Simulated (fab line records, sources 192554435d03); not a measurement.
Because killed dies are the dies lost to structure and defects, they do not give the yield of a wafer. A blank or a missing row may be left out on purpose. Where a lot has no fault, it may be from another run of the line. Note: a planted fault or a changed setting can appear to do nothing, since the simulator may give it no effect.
fab line records    flow n5Finfet
record lots=5  wafers=15  lastDay=18
route steps=1938 shown BEOL_M6@1212 PASSIVATION@1936
lots that met no fault: taken from a fault-free run of the same line
startH: hours from the record's opening day to when the first of the lot's shown wafers began    waitH: how many hours have passed since the lot's step before this one    " identical to the entry in the row above    L1.1+2: one row covering several wafers at once    - no value, or no start given    * or withheld: withheld    < > ~ a bound
route shown NAME@n: NAME is a module with steps in the file, n the number in the route of the first one    usual: the fault-free wafers' mean and standard deviation    same: alike in all rows    chamber/n: place in a boat    sites: per-site readings    _std_site: standard deviation across them    _edge_site: mean of outer sites minus mean of inner sites    radiusMm: how far each site lies from the wafer's centre    mask NAME#n: copy n    behind: the tool/chamber that last shaped the wafer    hold: why the lot went on hold/how many hours it stayed there/how the hold came to an end    device: whichever transistor did not switch (one of n, p or np)    end of line: tests of these same wafers at the route's end    a step given without rows: its recipe and nothing more    killed: dies that structure and defects cost at the first sort, which is not the same as the wafer's yield    map: dies across one wafer; x = killed, . = not, _ = none there
set.NAME: the setting the step ran with; set.NAME@STEP: the setting that earlier step ran with    model.NAME: the simulator's own value behind a step, which no gauge read
a table for each step, a row for each wafer; lots at some steps of the route
services: a tool's chamber out of use, with start hour (startH, from the record's first day; less than 0 if before it), hours out, and reason
## steps
# step N5_BEOL_M6_ETCH_62
# recipe chemistry=N2/H2  target=SOC  targetDepthA=1100  overetchA=220  maskMaterial=SiARC  tempC=40  timeS=165  ionEnergyEv=200  pressureMtorr=30  sourceW=840  biasW=150  n2FlowSccm=200  h2FlowSccm=200
# usual drypumpMotorCurrentA=5.7/0.43  n2FlowSccm=200.1/0.65  oesProductAu=0.67/0.082  rfVppV=523.2/2.7  showerheadPlenumPTorr=2.53/0.094  throttleValvePct=17.76/0.29
# same timeS=165
lot.wafer  tool        chamber  startH  waitH  drypumpMotorCurrentA  n2FlowSccm  oesProductAu  rfHoursCounterH  rfVppV  showerheadPlenumPTorr  throttleValvePct
L779.2     rieDiel-05  1        200.92  0.0    6.1                   199.8       0.72          52               521.3   2.50                   17.67
L779.3     "           2        "       "      5.1                   201.2       0.60          221              525.4   2.63                   17.75
L779.4     "           3        "       "      5.6                   199.3       0.57          -                523.5   2.52                   18.36
L791.1     rieDiel-05  2        288.07  0.0    5.1                   199.0       0.58          249              525.9   2.62                   17.81
L791.2     "           0        "       "      5.7                   201.5       0.75          23               528.1   2.68                   17.41
L791.5     "           0        "       "      5.7                   200.2       0.74          -                529.0   2.68                   17.40
L792.2     rieDiel-04  1        292.79  0.0    5.2                   200.0       0.58          229              522.0   2.41                   17.53
L792.3     "           2        "       "      5.9                   199.9       0.59          222              526.3   2.63                   18.11
L792.4     "           3        "       "      5.3                   199.9       0.70          77               522.7   2.46                   17.37
L795.1     rieDiel-04  1        313.46  0.0    5.2                   199.8       0.58          236              518.6   2.41                   17.54
L795.3     "           0        "       "      5.7                   200.2       0.76          32               529.1   2.71                   17.58
L795.6     "           3        "       "      5.4                   200.6       0.69          -                520.4   2.46                   17.41
L797.2     rieDiel-05  1        333.52  0.0    6.0                   200.6       0.66          103              522.2   2.48                   17.74
L797.3     "           3        "       "      5.6                   198.7       0.76          38               522.8   2.50                   18.05
L797.6     "           3        "       "      5.6                   199.3       0.75          -                522.2   2.50                   18.05
# step N5_BEOL_M6_STRIP_68
# recipe chemistry=N2/H2  tempC=40  n2FlowSccm=200  h2FlowSccm=200  rfFrequencyHz=6e+07
# step N5_BEOL_M6_STRIP_67
# recipe chemistry=CF4  resist=SiARC  powerW=300  biasPowerW=75  pressureMtorr=50  cf4FlowSccm=150  rfFrequencyHz=6e+07
# step N5_BEOL_M6_HM_OPEN_17
# recipe chemistry=Cl2/BCl3  targetDepthA=200  overetchA=60  target=TiN  maskMaterial=SOC  ionEnergyEv=150  pressureMtorr=10  icpW=1000  biasW=126  Cl2_flow_sccm=53.25  bcl3FlowSccm=21.75  Ar_flow_sccm=25
# usual drypumpMotorCurrentA=5.51/0.21  oesProductAu=0.66/0.086  throttleValvePct=22.19/0.2
lot.wafer  tool         chamber  startH  waitH  drypumpMotorCurrentA  oesProductAu  rfHoursCounterH  throttleValvePct
L779.2     rieMetal-03  0        201.10  0.0    5.26                  0.67          37               22.09
L779.3     "            1        "       "      5.49                  0.57          -                22.44
L779.4     "            0        "       "      5.21                  0.68          -                22.07
L791.1     rieMetal-03  1        288.26  0.0    5.50                  0.56          118              22.48
L791.2     "            1        "       "      5.50                  0.55          -                22.50
L791.5     "            1        "       "      5.50                  0.55          -                22.50
L792.2     rieMetal-01  0        292.98  0.0    5.83                  0.63          54               22.08
L792.3     "            0        "       "      5.88                  0.64          -                22.08
L792.4     "            1        "       "      5.59                  0.72          -                21.93
L795.1     rieMetal-01  1        313.65  0.0    5.55                  0.72          24               21.93
L795.3     "            0        "       "      5.87                  0.64          -                22.08
L795.6     "            0        "       "      5.85                  0.62          -                22.06
L797.2     rieMetal-02  1        333.71  0.0    5.32                  0.70          33               22.34
L797.3     "            1        "       "      5.29                  0.70          -                22.33
L797.6     "            0        "       "      5.50                  0.74          -                22.16
# step N5_BEOL_M6_STRIP_19
# recipe chemistry=O2  powerW=400  tempC=40  pressureMtorr=30  rfFrequencyHz=6e+07  biasPowerW=0  overashFraction=0.2  o2FlowSccm=225
# usual drypumpMotorCurrentA=5.7/0.43  oesProductAu=0.79/0.11  rfVppV=3.7/0.59  showerheadPlenumPTorr=2.08/0.09  throttleValvePct=16.60/0.24
lot.wafer  tool        chamber  startH  waitH  drypumpMotorCurrentA  oesProductAu  rfHoursCounterH  rfVppV  showerheadPlenumPTorr  throttleValvePct
L779.2     rieDiel-05  3        201.21  0.1    5.6                   0.68          257              4.0     2.05                   16.89
L779.3     "           2        "       "      5.1                   0.70          221              4.6     2.16                   16.56
L779.4     "           3        "       "      5.6                   0.67          -                3.9     2.05                   16.89
L791.1     rieDiel-04  3        288.46  0.2    5.4                   0.82          75               3.6     2.03                   16.28
L791.2     "           0        "       "      5.6                   0.91          23               4.2     2.25                   16.33
L791.5     "           1        "       "      5.2                   0.67          -                2.9     2.00                   16.51
L792.2     rieDiel-05  0        293.09  0.1    5.7                   0.88          26               3.2     2.26                   16.64
L792.3     "           3        "       "      5.6                   0.94          22               4.0     2.04                   16.48
L792.4     "           3        "       "      5.6                   0.94          -                3.9     2.04                   16.48
L795.1     rieDiel-06  1        313.80  0.1    6.0                   0.92          24               3.6     2.07                   16.72
L795.3     "           0        "       "      6.7                   0.89          31               3.8     2.05                   16.55
L795.6     "           2        "       "      5.4                   0.65          -                3.3     1.97                   16.86
L797.2     rieDiel-04  3        333.98  0.2    5.4                   0.80          91               3.0     2.02                   16.31
L797.3     "           0        "       "      5.6                   0.88          40               3.5     2.25                   16.35
L797.6     "           2        "       "      5.8                   0.68          -                2.7     2.17                   17.02
# step N5_BEOL_M6_CD_MEAS_18
# recipe pitchNm=80  targetCdNm=40
# usual cdNm=40.3/0.59
lot.wafer  tool      chamber  startH  waitH  cdNm
L779.2     cdSem-03  -        201.29  0.1    41.1
L779.3     "         -        "       "      40.1
L779.4     "         -        "       "      40.3
L791.1     cdSem-02  -        288.53  0.0    41.1
L791.2     "         -        "       "      41.0
L791.5     "         -        "       "      40.6
L792.2     cdSem-03  -        293.16  0.1    40.0
L792.3     "         -        "       "      39.2
L792.4     "         -        "       "      38.5
L795.1     cdSem-02  -        313.87  0.0    41.7
L795.3     "         -        "       "      39.9
L795.6     "         -        "       "      40.8
L797.2     cdSem-02  -        334.06  0.1    39.2
L797.3     "         -        "       "      40.9
L797.6     "         -        "       "      40.5
# step N5_BEOL_M6_COAT_63
# recipe resist=SOC  tempC=250  timeS=60  spinRpm=1500  resistThkNm=60
# step N5_BEOL_M6_COAT_64
# recipe resist=SiARC  tempC=220  timeS=60  spinRpm=1500  resistThkNm=12
# step N5_BEOL_M6_COAT_71
# recipe resist=underlayer  tempC=205  timeS=60  spinRpm=1500  resistThkNm=5
# step N5_BEOL_M6_COAT_22
# recipe resist=CAR-EUV  spinRpm=1500  resistThkNm=30
# step N5_BEOL_M6_EBR_24
# recipe solvent=PGMEA  ebrWidthMm=1.5
# step N5_BEOL_M6_SOFTBAKE_23
# recipe tempC=110  timeS=60  resist=CAR-EUV
# step N5_BEOL_M6_EXPOSE_25
# recipe maskId=V5  na=0.33  sourceShape=annular  sigmaInner=0.4  sigmaOuter=0.8  polarization=unpolarized  targetCdNm=40  doseMj=45
# usual exposureDoseMJCm2=44.88/0.063
lot.wafer  tool           chamber  startH  waitH  mask  exposureDoseMJCm2
L779.2     euvScanner-02  0        203.80  -      V5#0  45.00
L779.3     "              0        "       "      V5#0  44.96
L779.4     "              0        "       "      V5#0  44.96
L791.1     euvScanner-01  0        288.71  -      V5#0  44.79
L791.2     "              0        "       "      V5#0  44.75
L791.5     "              0        "       "      V5#0  44.81
L792.2     euvScanner-02  0        294.24  -      V5#0  44.83
L792.3     "              0        "       "      V5#0  44.83
L792.4     "              0        "       "      V5#0  44.89
L795.1     euvScanner-01  0        314.17  -      V5#0  44.87
L795.3     "              0        "       "      V5#0  44.82
L795.6     "              0        "       "      V5#0  44.81
L797.2     euvScanner-02  0        335.91  -      V5#0  44.98
L797.3     "              0        "       "      V5#0  44.99
L797.6     "              0        "       "      V5#0  44.99
# step N5_BEOL_M6_PEB_26
# recipe pebTempC=100  pebTimeS=60  resist=CAR-EUV
# step N5_BEOL_M6_DEVELOP_27
# recipe developTimeS=30  developer=TMAH  resist=CAR-EUV  rinseLiquid=surfactantRinse  dry=airSpin  devTempC=23
# step N5_BEOL_M6_CD_MEAS_28
# recipe targetCdNm=40  landingEnergyEv=500  detector=seInlens
# usual cdNm=40.01/0.3
lot.wafer  tool      chamber  startH  waitH  cdNm
L779.2     cdSem-02  0        203.93  -      39.46
L779.3     "         0        "       "      40.07
L779.4     "         0        "       "      40.57
L791.1     cdSem-02  0        288.84  -      40.10
L791.2     "         0        "       "      40.46
L791.5     "         0        "       "      40.31
L792.2     cdSem-03  0        294.37  -      39.59
L792.3     "         0        "       "      39.72
L792.4     "         0        "       "      39.91
L795.1     cdSem-03  0        314.31  -      39.96
L795.3     "         0        "       "      39.93
L795.6     "         0        "       "      40.05
L797.2     cdSem-01  0        336.05  -      39.87
L797.3     "         0        "       "      40.27
L797.6     "         0        "       "      40.44
# step N5_BEOL_M6_OVL_MEAS_29
# recipe pointsPerWafer=522
# usual V5_OVL=0.1/0.87
lot.wafer  tool        chamber  startH  waitH  V5_OVL[nm]
L779.2     overlay-02  0        203.96  0.0    -1.0
L779.3     "           0        "       "      -0.4
L779.4     "           0        "       "      -0.1
L791.1     overlay-01  0        288.87  0.0    -0.9
L791.2     "           0        "       "      0.2
L791.5     "           0        "       "      -0.7
L792.2     overlay-02  0        294.40  0.0    -0.6
L792.3     "           0        "       "      -0.3
L792.4     "           0        "       "      -0.1
L795.1     overlay-02  0        314.34  0.0    -0.5
L795.3     "           0        "       "      -0.3
L795.6     "           0        "       "      -0.2
L797.2     overlay-02  0        336.08  0.0    1.3
L797.3     "           0        "       "      1.3
L797.6     "           0        "       "      2.3
# step N5_BEOL_M6_INSPECT_30
# recipe mode=adi  inspectInstrument=brightfield
# usual rawDefectCount=410/89
lot.wafer  tool              chamber  startH  waitH  rawDefectCount
L779.2     defectInspect-01  -        204.02  0.0    243
L779.3     "                 -        "       "      355
L779.4     "                 -        "       "      254
L791.1     defectInspect-02  -        288.93  0.1    326
L791.2     "                 -        "       "      349
L791.5     "                 -        "       "      232
L792.2     defectInspect-02  -        294.45  0.0    378
L792.3     "                 -        "       "      305
L792.4     "                 -        "       "      353
L795.1     defectInspect-01  -        314.40  0.1    407
L795.3     "                 -        "       "      397
L795.6     "                 -        "       "      389
L797.2     defectInspect-02  -        336.13  0.0    473
L797.3     "                 -        "       "      388
L797.6     "                 -        "       "      508
# step N5_BEOL_M6_DESCUM_33
# recipe chemistry=O2  timeS=7  sourcePowerW=50  biasPowerW=20  pressureMtorr=20  rfFrequencyHz=2.712e+07  tempC=40  resist=CAR-EUV  o2FlowSccm=225
# usual drypumpMotorCurrentA=5.7/0.42  oesProductAu=0.79/0.1  rfVppV=242.8/1.7  showerheadPlenumPTorr=2.07/0.092  throttleValvePct=20.33/0.28
# same timeS=7
lot.wafer  tool        chamber  startH  waitH  drypumpMotorCurrentA  oesProductAu  rfHoursCounterH  rfVppV  showerheadPlenumPTorr  throttleValvePct  model.BEOL_M6.cdNm
L779.2     rieDiel-06  2        204.40  0.4    5.4                   0.68          206              240.3   1.98                   20.45             39.6
L779.3     "           1        "       "      6.0                   0.69          246              243.1   2.07                   20.91             40
L779.4     "           2        "       "      5.4                   0.69          -                239.7   1.98                   20.46             40.4
L791.1     rieDiel-04  0        288.96  0.0    5.6                   0.91          23               246.6   2.25                   20.16             40.2
L791.2     "           2        "       "      5.8                   0.69          220              246.2   2.17                   20.73             40.2
L791.5     "           3        "       "      5.3                   0.82          -                241.5   2.02                   19.96             40
L792.2     rieDiel-06  2        294.49  0.0    5.5                   0.66          243              240.3   1.97                   20.51             39.8
L792.3     "           3        "       "      6.5                   0.80          97               241.6   2.00                   20.22             39.6
L792.4     "           0        "       "      6.6                   0.90          23               241.8   2.05                   20.30             39.8
L795.1     rieDiel-04  1        314.62  0.2    5.2                   0.66          237              242.2   1.99                   20.15             40
L795.3     "           3        "       "      5.4                   0.80          85               242.7   2.02                   19.96             39.8
L795.6     "           1        "       "      5.2                   0.66          -                242.0   1.99                   20.17             40
L797.2     rieDiel-04  0        336.24  0.1    5.6                   0.88          41               244.9   2.24                   20.19             40
L797.3     "           3        "       "      5.3                   0.80          92               241.3   2.02                   19.98             39.8
L797.6     "           2        "       "      5.8                   0.68          -                243.6   2.17                   20.78             40
# step N5_BEOL_M6_ETCH_72
# recipe chemistry=N2/H2  target=underlayer  targetDepthA=65  maskMaterial=CAR-EUV  timeS=5.2  ionEnergyEv=200  pressureMtorr=30  sourceW=840  biasW=150  n2FlowSccm=200  h2FlowSccm=200  ends=cleared
# step N5_BEOL_M6_ETCH_65
# recipe chemistry=CF4  target=SiARC  targetDepthA=156  maskMaterial=CAR-EUV  timeS=26  ionEnergyEv=80  pressureMtorr=40  sourceW=545  biasW=36  Ar_flow_sccm=100  cf4FlowSccm=100  ends=cleared
# usual drypumpMotorCurrentA=5.7/0.43  etchRfOnTimeS=25.9/0.83  oesProductAu=0.68/0.088  rfVppV=183.7/1.3  showerheadPlenumPTorr=2.12/0.086  throttleValvePct=15.50/0.25
lot.wafer  tool        chamber  startH  waitH  drypumpMotorCurrentA  etchRfOnTimeS  oesProductAu  rfHoursCounterH  rfVppV  showerheadPlenumPTorr  throttleValvePct
L779.2     rieDiel-06  2        204.45  0.0    5.5                   26.7           0.59          206              184.1   2.02                   15.70
L779.3     "           1        "       "      6.0                   25.0           0.59          246              183.6   2.10                   16.01
L779.4     "           2        "       "      5.4                   26.3           0.60          -                181.5   2.02                   15.71
L791.1     rieDiel-04  0        289.01  0.0    5.5                   26.8           0.77          23               186.2   2.28                   15.18
L791.2     "           2        "       "      5.8                   26.6           0.60          220              184.7   2.19                   15.79
L791.5     "           3        "       "      5.4                   25.6           0.71          -                182.6   2.08                   15.26
L792.2     rieDiel-06  2        294.54  0.0    5.4                   26.8           0.57          243              182.7   2.01                   15.78
L792.3     "           3        "       "      6.5                   24.2           0.72          97               184.3   2.05                   15.42
L792.4     "           0        "       "      6.6                   25.8           0.78          23               183.4   2.12                   15.59
L795.1     rieDiel-04  1        314.67  0.0    5.2                   27.0           0.58          237              182.1   2.03                   15.48
L795.3     "           3        "       "      5.4                   25.6           0.70          85               183.2   2.07                   15.25
L795.6     "           1        "       "      5.2                   27.0           0.57          -                182.1   2.03                   15.47
L797.2     rieDiel-04  0        336.29  0.0    5.6                   26.1           0.75          41               185.7   2.27                   15.23
L797.3     "           3        "       "      5.3                   25.3           0.70          92               183.2   2.07                   15.27
L797.6     "           2        "       "      5.8                   26.0           0.59          -                184.2   2.19                   15.82
# step N5_BEOL_M6_ETCH_66
# recipe chemistry=N2/H2  target=SOC  targetDepthA=800  overetchA=160  maskMaterial=SiARC  tempC=40  timeS=120  ionEnergyEv=200  pressureMtorr=30  sourceW=840  biasW=150  n2FlowSccm=200  h2FlowSccm=200
# usual drypumpMotorCurrentA=5.7/0.42  n2FlowSccm=200.0/0.57  oesProductAu=0.61/0.074  rfVppV=523/3  showerheadPlenumPTorr=2.52/0.1  throttleValvePct=17.74/0.29
# same timeS=120
lot.wafer  tool        chamber  startH  waitH  drypumpMotorCurrentA  n2FlowSccm  oesProductAu  rfHoursCounterH  rfVppV  showerheadPlenumPTorr  throttleValvePct
L779.2     rieDiel-06  2        204.48  0.0    5.4                   200.0       0.54          206              520     2.44                   18.17
L779.3     "           1        "       "      6.0                   200.5       0.52          246              524     2.50                   18.16
L779.4     "           2        "       "      5.5                   200.2       0.54          -                519     2.44                   18.16
L791.1     rieDiel-04  0        289.04  0.0    5.6                   200.9       0.71          23               529     2.71                   17.56
L791.2     "           2        "       "      5.8                   200.1       0.54          220              527     2.63                   18.12
L791.5     "           3        "       "      5.4                   199.9       0.63          -                521     2.46                   17.37
L792.2     rieDiel-06  2        294.57  0.0    5.5                   200.9       0.53          243              519     2.42                   18.21
L792.3     "           3        "       "      6.5                   200.6       0.62          97               520     2.46                   17.78
L792.4     "           0        "       "      6.6                   200.8       0.69          23               524     2.47                   17.57
L795.1     rieDiel-04  1        314.70  0.0    5.3                   199.2       0.52          237              520     2.41                   17.54
L795.3     "           3        "       "      5.4                   200.0       0.62          85               523     2.46                   17.38
L795.6     "           1        "       "      5.2                   199.1       0.53          -                519     2.41                   17.54
L797.2     rieDiel-04  0        336.32  0.0    5.6                   199.6       0.67          41               528     2.71                   17.58
L797.3     "           3        "       "      5.4                   200.6       0.61          92               522     2.46                   17.40
L797.6     "           2        "       "      5.8                   199.9       0.53          -                526     2.63                   18.13
# step N5_BEOL_M6_STRIP_69
# recipe chemistry=N2/H2  tempC=40  n2FlowSccm=200  h2FlowSccm=200  rfFrequencyHz=6e+07
# step N5_BEOL_M6_STRIP_73
# recipe chemistry=N2/H2  tempC=40  n2FlowSccm=200  h2FlowSccm=200  rfFrequencyHz=6e+07
# step N5_BEOL_M6_VIA_ETCH_34
# recipe chemistry=C4F6/O2  target=SiCOH_lowk  targetDepthA=1263  maskMaterial=SOC  taperDeg=4  timeS=50.9  ionEnergyEv=250  pressureMtorr=30  sourceW=345  biasW=185  Ar_flow_sccm=300  C4F6_flow_sccm=10  O2_flow_sccm=10
# usual drypumpMotorCurrentA=5.7/0.42  oes_f_703_au=0.81/0.1  oes_o_777_au=0.82/0.098  oesProductAu=0.79/0.1  rfVppV=659/15  showerheadPlenumPTorr=2.81/0.12  throttleValvePct=20.76/0.21
# same timeS=50.9
lot.wafer  tool        chamber  startH  waitH  drypumpMotorCurrentA  oes_f_703_au  oes_o_777_au  oesProductAu  rfHoursCounterH  rfVppV  showerheadPlenumPTorr  throttleValvePct  model.BEOL_M6.cdNm
L779.2     rieDiel-06  2        204.58  0.0    5.5                   0.70          0.70          0.70          206              686     2.67                   20.81             39.8
L779.3     "           1        "       "      6.0                   0.72          0.73          0.69          246              668     2.77                   21.11             40.4
L779.4     "           2        "       "      5.5                   0.69          0.70          0.70          -                686     2.67                   20.79             40.8
L791.1     rieDiel-04  0        289.14  0.0    5.6                   0.92          0.93          0.91          23               663     3.05                   20.64             40
L791.2     "           2        "       "      5.9                   0.71          0.73          0.69          220              649     2.92                   21.03             40
L791.5     "           3        "       "      5.3                   0.83          0.84          0.83          -                658     2.79                   20.63             40.2
L792.2     rieDiel-06  2        294.67  0.0    5.5                   0.67          0.68          0.67          243              685     2.66                   20.86             40
L792.3     "           3        "       "      6.5                   0.88          0.87          0.82          97               630     2.72                   20.63             40
L792.4     "           0        "       "      6.6                   0.91          0.90          0.90          23               655     2.81                   20.90             39.8
L795.1     rieDiel-04  1        314.80  0.0    5.3                   0.69          0.73          0.67          237              652     2.68                   20.46             40
L795.3     "           3        "       "      5.4                   0.83          0.82          0.81          85               656     2.79                   20.64             39.8
L795.6     "           1        "       "      5.3                   0.70          0.72          0.67          -                652     2.68                   20.47             40
L797.2     rieDiel-04  0        336.42  0.0    5.6                   0.88          0.89          0.88          41               662     3.04                   20.66             40.2
L797.3     "           3        "       "      5.3                   0.82          0.82          0.81          92               658     2.78                   20.65             39.8
L797.6     "           2        "       "      5.8                   0.70          0.72          0.68          -                648     2.91                   21.05             40
# step N5_BEOL_M6_STRIP_76
# recipe chemistry=C4F6/O2  resist=SiARC  rfFrequencyHz=6e+07
# step N5_PASSIVATION_PROBE_49
# usual defectLimitedYield=91.1/1.5  killed_at_M0_to_M3=37/11  killed_at_M4_up=13/5.6  killedAtContacts=12/5.6  killedAtFrontEnd=39/11  killedAtOther=4/3.1  killedDies=105/18  killedOpen=69/13  killedShort=35/7.4  sort_bin_5_function=5.1/0.92  sort_bin_6_memory=3.4/0.76  sortNPass=1075/18  sortYieldPct=91.1/1.5
# same grossDies=1180  killedAtBackSide=0  sort_bin_4_leakage[%]=0  sort_bin_8_speed[%]=0
lot.wafer  tool       chamber  startH  waitH  defectLimitedYield[%]  killed_at_M0_to_M3  killed_at_M4_up  killedAtContacts  killedAtFrontEnd  killedAtOther  killedDies  killedOpen  killedShort  sort_bin_5_function[%]  sort_bin_6_memory[%]  sortNPass  sortYieldPct[%]
L779.2     prober-02  -        290.63  0.1    93.0                   40                  5                13                20                5              83          52          31           4.2                     2.6                   1097       93.0
L779.3     prober-02  -        290.68  0.1    88.7                   53                  18               16                41                5              133         82          49           6.7                     4.1                   1047       88.7
L779.4     prober-02  -        290.73  0.2    92.0                   39                  8                11                33                3              94          51          34           4.3                     2.5                   1086       92.0
L791.1     prober-02  -        390.19  0.0    92.2                   29                  7                14                39                3              92          57          27           4.3                     2.5                   1088       92.2
L791.2     prober-02  -        390.24  0.1    92.3                   36                  23               6                 24                2              91          59          29           4.7                     2.8                   1089       92.3
# killed by level:class
L779.2 MOL_CONTACT_COAG:geometricParticle:open=11 BEOL_M0_SAQP:geometricParticle:open=7 BEOL_M1:geometricParticle:open=6 BEOL_M0_SAQP:geometricParticle:short=6 BEOL_M2:geometricParticle:open=5 BEOL_M3:geometricParticle:open=4 FIN_SAQP:geometricParticle:open=3 ILD0:geometricParticle:short=3
L779.3 BEOL_M0_SAQP:geometricParticle:short=15 MOL_CONTACT_COAG:geometricParticle:open=13 BEOL_M0_SAQP:geometricParticle:open=13 BEOL_M4:geometricParticle:open=12 FIN_SAQP:geometricParticle:open=9 BEOL_M1:geometricParticle:open=9 FIN_SAQP:geometricParticle:short=7 BEOL_M1:geometricParticle:short=7
L779.4 BEOL_M0_SAQP:geometricParticle:short=12 MOL_CONTACT_COAG:geometricParticle:open=9 HKMG_FIN:areaEtch=9 BEOL_M1:geometricParticle:open=8 ILD0:geometricParticle:short=6 BEOL_M0_SAQP:geometricParticle:open=6 BEOL_M4:geometricParticle:open=6 FIN_SAQP:geometricParticle:open=4
L791.1 MOL_CONTACT_COAG:geometricParticle:open=10 STI_FIN_REVEAL:geometricParticle:open=8 HKMG_FIN:areaEtch=8 FIN_SAQP:geometricParticle:open=7 BEOL_M0_SAQP:geometricParticle:open=6 FIN_SAQP:geometricParticle:short=5 BEOL_M0_SAQP:geometricParticle:short=5 BEOL_M2:geometricParticle:open=5
L791.2 BEOL_M0_SAQP:geometricParticle:short=10 BEOL_M4:geometricParticle:open=8 BEOL_M0_SAQP:geometricParticle:open=6 BEOL_M3:geometricParticle:open=6 BEOL_M5:geometricParticle:open=6 MOL_CONTACT_COAG:geometricParticle:open=5 STARTING-WAFER:geometricParticle:open=5 BEOL_M0:geometricParticle:short=4
## services
tool           chamber  startH  hours  kind
rieDiel-05     1        183.09  9.7    repair
euvScanner-02  -        183.49  1.0    pm
euvScanner-02  -        193.67  0.5    repair
euvScanner-02  -        204.32  4.6    pm
euvScanner-01  -        208.91  1.0    pm
rieMetal-02    1        209.25  8.3    repair
rieDiel-05     3        209.61  4.5    repair
rieDiel-05     0        223.81  5.5    repair
euvScanner-01  -        236.38  5.8    pm
rieMetal-03    0        240.05  54.4   repair
euvScanner-02  -        242.16  1.0    pm
euvScanner-02  -        251.95  6.2    pm
euvScanner-01  -        258.46  1.8    repair
euvScanner-01  -        262.94  1.0    pm
rieDiel-04     -        266.81  2.4    repair
rieDiel-06     -        267.21  0.6    repair
rieDiel-06     -        275.37  4.3    pm
rieDiel-06     2        294.86  13.9   repair
euvScanner-02  -        295.79  1.0    pm
rieDiel-04     2        302.94  7.1    repair
rieDiel-04     2        310.68  4.4    repair
euvScanner-01  -        315.20  0.2    repair
euvScanner-01  -        319.11  1.0    pm
rieMetal-01    1        320.81  10.9   repair
## key
firstSign none at tools or gauges
modelEffect step=N5_BEOL_M6_DESCUM_33  value=BEOL_M6.cdNm  without=39.6  struck=40.4
modelEffect step=N5_BEOL_M6_VIA_ETCH_34  value=BEOL_M6.cdNm  without=39.8  struck=40.8
metAt N5_BEOL_M6_EXPOSE_25
struckWafers L779.4
fault kind=processParameterDrift  tool=euvScanner-02  chamber=-  onsetH=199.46  steps=N5_BEOL_M6_EXPOSE_25  channel=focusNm  offset=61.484  shape=step  endH=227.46  scope=struckWafersOnly
